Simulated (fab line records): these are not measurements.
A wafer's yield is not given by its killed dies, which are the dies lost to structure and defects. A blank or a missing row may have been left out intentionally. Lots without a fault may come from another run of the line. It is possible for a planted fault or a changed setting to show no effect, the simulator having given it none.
A struck lot beside a sound one + flow n5 finfet + 35 out of 1938 route steps
Sound: the wafers L233.1, L233.2, L233.5. Struck: wafer L243.6. (L243.2, L243.3 of the same lot were not struck and are left out.) The cause comes at the end.
Order at every step that has rows: each side's tool, ch and its chambers, its first start. Under that, the readings that differ: sound wafers + struck wafers + difference of the means + sigmas: that difference in standard deviations of wafers without a fault.
alike: readings whose means differ by less than 2 such deviations, and words and numbers that are the same on both sides. not compared: withheld readings, readings that some wafer has no value for, bounds like >300 that may hide the same value, and numbers for which the record gives no deviation and whose values overlap.
A row with sigmas, a row that says differs or no value, or rows on one side alone: a step with any of these is where the two part. When numbers do not overlap yet have no deviation, they are printed without sigmas and do not part them. A reading missing from all wafers of one side parts the sides only when that side holds two or more wafers.

first, 9 steps without rows for these wafers: N5_SD_EPI_P_SOFTBAKE_04 (time 60 s); N5_SD_EPI_P_EXPOSE_06 (exposes mask SD P BLK, target cd 240 nm); N5_SD_EPI_P_PEB_07 (peb time 60 s); N5_SD_EPI_P_DEVELOP_08 (develop time 30 s); N5_SD_EPI_P_DESCUM_14 (chemistry O2, time 7.9 s); N5_SD_EPI_P_ETCH_36 (etches SiARC in CF4, target depth 45.5 nm, time 75.8 s); N5_SD_EPI_P_ETCH_37 (etches SOC in N2/H2, overetch 108 nm, time 486 s); N5_SD_EPI_P_STRIP_38 (strips in N2/H2); N5_SD_EPI_P_ETCHBACK_46 (etches SiNx in CH3F/O2, stops on SiO2, target depth 17.5 nm).
N5_SD_EPI_P_ETCH_47: etches SiOCN in CH3F/O2, target depth 25 nm.
  sound on rie diel-05 ch 0,3, day 4 01:38; struck on rie diel-05 ch 0, day 6 13:28
| reading                  | sound          | struck | difference | sigmas |
|--------------------------|----------------|--------|------------|--------|
| oes product au (a.u.)    | 0.87 0.75 0.73 | 0.93   | +0.15      | +2     |
| model.etch.depth nm (nm) | 25.83 25 24.76 | 35.97  | +10.77     |        |
  alike: bias w, drypump motor current A, oes_ar_750_au, rf vpp V, showerhead plenum p Torr, throttle valve pct
  not compared: rf hours counter h
then, 23 steps without rows for these wafers: N5_SD_EPI_P_ETCH_16 (etches SiO2 in CHF3/O2, target depth 5 nm); N5_SD_EPI_P_STRIP_50 (strips in CHF3/O2); N5_SD_EPI_P_SD_RECESS_17 (chemistry HBr/Cl2/O2, target depth 39.1 nm, bt time 3 s); N5_SD_EPI_P_WET_ETCH_45 (etches SiO2 in dHF, time 10.7 s, target depth 2 nm, rinse time 30 s); N5_SD_EPI_P_STRIP_40 (strips in N2/H2); N5_SD_EPI_P_PRECLEAN_52 (cleans in O3/DIW, time 60 s); N5_SD_EPI_P_SRD_20 (time 30 s); N5_SD_EPI_P_PRECLEAN_51 (cleans in NF3:NH3, afs cycles 1, time 20 s, sublimation time 60 s); N5_SD_EPI_P_VAPOR_ETCH_44 (etches SiGe30 in NF3/Ar, time 3.3 s); N5_SD_EPI_P_EPI_21 (deposits SiGe:B, time 355 s); N5_SD_EPI_P_HM_STRIP_48 (strips SiNx in H3PO4, material SiNx, target depth 3 nm); N5_SD_EPI_P_SRD_49 (time 30 s); N5_SD_EPI_P_PRECLEAN_24 (cleans in O3/DIW, time 45 s); N5_SD_EPI_P_PRECLEAN_32 (cleans in dHF, time 10 s); N5_SD_EPI_P_PRECLEAN_33 (cleans in SC2, time 45 s); N5_SD_EPI_P_SRD_25 (time 30 s); N5_SD_ACTIVATION_RTA_00 (time 0 s); N5_SD_ACTIVATION_LSA_01 (time 0.0008 s); N5_ILD0_LINER_00 (material SiNx, target thk 4 nm, pulse time 1 s, purge time 2 s); N5_ILD0_FCVD_FILL_01 (material SiO2 flowable, target thk 200 nm, time 328.3 s); N5_ILD0_CURE_02 (time 1800 s); N5_ILD0_CMP_03 (polishes, stops on SiNx, t overpolish 1.9 s, target thk 197.38 nm); N5_ILD0_CMP_07 (polishes SiO2 flowable, stops on poly-Si, t overpolish 1.18 s, target thk 138.88 nm).
-- the record jumps here: 5 days lie between the struck wafers' starts before and after (it left off in module ILD0 and takes up again in module BEOL_M4, whose first step shown is number 1111 of the route) --
N5_BEOL_M4_RC_MEAS_101:
  sound on prober-02 ch 0, day 9 02:06; struck on prober-02 ch 0, day 11 13:49
| reading         | sound           | struck | difference | sigmas |
|-----------------|-----------------|--------|------------|--------|
| IOFF_P (nA/um)  | 0.14 0.15 0.14  | 0.26   | +0.12      | +3     |
| ION_P (uA/um)   | 453 455 457     | 477    | +22        | +2     |
| REXT_P (ohm.um) | 101.8 98.4 98.6 | 94.1   | -5.5       | -3     |
| VT_P (mV)       | -257 -255 -258  | -244   | +13        | +4     |
  alike: DIBL_N, DIBL_P, IOFF_N, ION_N, SS_N, SS_P, VT_N
-- record jumps: 4 days separate the struck wafers' starts on either side; left off in module BEOL_M4, taken up again in module PASSIVATION, whose first shown step is the route's number 1936 --
N5_PASSIVATION_PROBE_49:
  sound on prober-02 at day 13 10:46; struck on prober-01 at day 16 00:00
  alike: defect limited yield, killed_at_M0_to_M3, killed_at_M4_up, killed at contacts, killed at front end, killed at other, killed dies, killed open, killed short, sort_bin_5_function, sort_bin_6_memory, sort_bin_8_speed, sort n pass, sort yield pct

WHERE THEY PART
First at N5_SD_EPI_P_ETCH_47; last, within this record, at N5_BEOL_M4_RC_MEAS_101. Later steps at which nothing parts them and some readings are alike: N5_PASSIVATION_PROBE_49.

WHY: what the simulator had put in
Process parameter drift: rie diel-05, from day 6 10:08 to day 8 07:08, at N5_SD_EPI_P_ETCH_47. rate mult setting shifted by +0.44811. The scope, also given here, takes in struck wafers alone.
